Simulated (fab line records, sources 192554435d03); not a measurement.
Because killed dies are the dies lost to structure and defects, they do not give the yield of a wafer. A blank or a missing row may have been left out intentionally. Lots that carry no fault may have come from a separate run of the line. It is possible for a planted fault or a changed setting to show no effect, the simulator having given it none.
Which tool was responsible? -- flow n5_finfet -- 27 wafers from 11 lots sampled at 4 of the route's 1938 steps

WHAT EACH GAUGE READ, for each wafer
N5_FIN_SAQP_CD_MEAS_16: the cd target is 35.6 nm.
lot,measured,on,cd_nm (nm)
L202,day 1 22:13,cd_sem-03,36.0 35.4 35.9
L204,day 2 09:59,cd_sem-01,35.8 35.3 35.7
L205,day 2 15:47,cd_sem-01,35.9 35.8 36.1
L206,day 2 21:38,cd_sem-03,35.3 35.4 35.6
L208,day 3 09:22,cd_sem-02,35.6 35.8 35.8
L210,day 3 22:17,cd_sem-01,35.6 35.4
L212,day 4 10:24,cd_sem-01,35.7 35.5
L218,day 5 22:44,cd_sem-01,34.1 34.0
L219,day 6 03:26,cd_sem-02,35.7 34.1
L221,day 6 17:21,cd_sem-03,34.0 34.4
L224,day 7 10:35,cd_sem-03,35.6 35.5

TOOL THAT RAN EACH LOT (tool first, then ch and the chambers of the sampled wafers, then the start)
lot,N5_FIN_SAQP_DENSIFY_62,N5_FIN_SAQP_PECVD_48,N5_FIN_SAQP_EXPOSE_13
L202,"rtp_anneal-01 ch 0, day 1 21:13","pecvd-01 ch 0,1,2, day 1 21:36","arfi_scanner-02 ch 0, day 1 22:05"
L204,"rtp_anneal-02 ch 0, day 2 09:05","pecvd-03 ch 0,1,2, day 2 09:29","arfi_scanner-02 ch 0, day 2 09:51"
L205,"rtp_anneal-01 ch 0, day 2 14:47","pecvd-04 ch 0,1, day 2 15:08","arfi_scanner-03 ch 0, day 2 15:40"
L206,"rtp_anneal-01 ch 0, day 2 20:37","pecvd-03 ch 0,2, day 2 21:00","arfi_scanner-01 ch 0, day 2 21:31"
L208,"rtp_anneal-01 ch 0, day 3 08:23","pecvd-01 ch 0,1,2, day 3 08:44","arfi_scanner-01 ch 0, day 3 09:14"
L210,"rtp_anneal-02 ch 0, day 3 21:20","pecvd-03 ch 1,2, day 3 21:40","arfi_scanner-03 ch 0, day 3 22:10"
L212,"rtp_anneal-01 ch 0, day 4 09:23","pecvd-03 ch 0, day 4 09:45","arfi_scanner-03 ch 0, day 4 10:17"
L218,"rtp_anneal-01 ch 0, day 5 21:50","pecvd-03 ch 1,2, day 5 22:07","arfi_scanner-03 ch 0, day 5 22:38"
L219,"rtp_anneal-02 ch 0, day 6 02:37","pecvd-01 ch 0,1, day 6 02:56","arfi_scanner-03 ch 0, day 6 03:19"
L221,"rtp_anneal-02 ch 0, day 6 14:46","pecvd-04 ch 0,2, day 6 15:16","arfi_scanner-03 ch 0, day 6 17:14"
L224,"rtp_anneal-02 ch 0, day 7 09:35","pecvd-04 ch 0,1, day 7 09:58","arfi_scanner-01 ch 0, day 7 10:28"
- N5_FIN_SAQP_DENSIFY_62: time 60 s.
- N5_FIN_SAQP_PECVD_48: deposits SiNx from SiH4/NH3/N2, target thk 25 nm, time 22.1 s.
- N5_FIN_SAQP_EXPOSE_13: exposes mask FIN CORE, target cd 35.6 nm.

THE ANSWER, worked out from the rows above alone
Rule: what is usual is taken from the lots themselves. The widest of any qualifying gaps counts: lots, ordered by their means at a reading, are off when they make up no more than a third of the lots, leave a main group of 4 or more, and stand apart from it by 3 or more times the standard deviation of that group's means. Not used: any main group whose means are identical at the precision the tables above print for the reading. A lot without any number at a reading at which 4 lots or more have one is off too. All remaining lots with rows at the step are treated as sound.
Off: L218, L219, L221 (N5_FIN_SAQP_CD_MEAS_16, cd_nm). Main group: mean 35.6 nm, sd 0.15.
If a tool, at a process step before that reading, ran all the lots that are off and no sound lot after the first of them, it fits. Those tools and the gauges at N5_FIN_SAQP_CD_MEAS_16 are tried in the same way. One fits: arfi_scanner-03 at N5_FIN_SAQP_EXPOSE_13. Its last sound lot is L212 (day 4 10:17), its first lot that is off L218 (day 5 22:38): a fault that began between those two fits.

WHAT HAD BEEN PUT IN BY THE SIMULATOR
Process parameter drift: arfi_scanner-03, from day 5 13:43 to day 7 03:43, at N5_FIN_SAQP_EXPOSE_13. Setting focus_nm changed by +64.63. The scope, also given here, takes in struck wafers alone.
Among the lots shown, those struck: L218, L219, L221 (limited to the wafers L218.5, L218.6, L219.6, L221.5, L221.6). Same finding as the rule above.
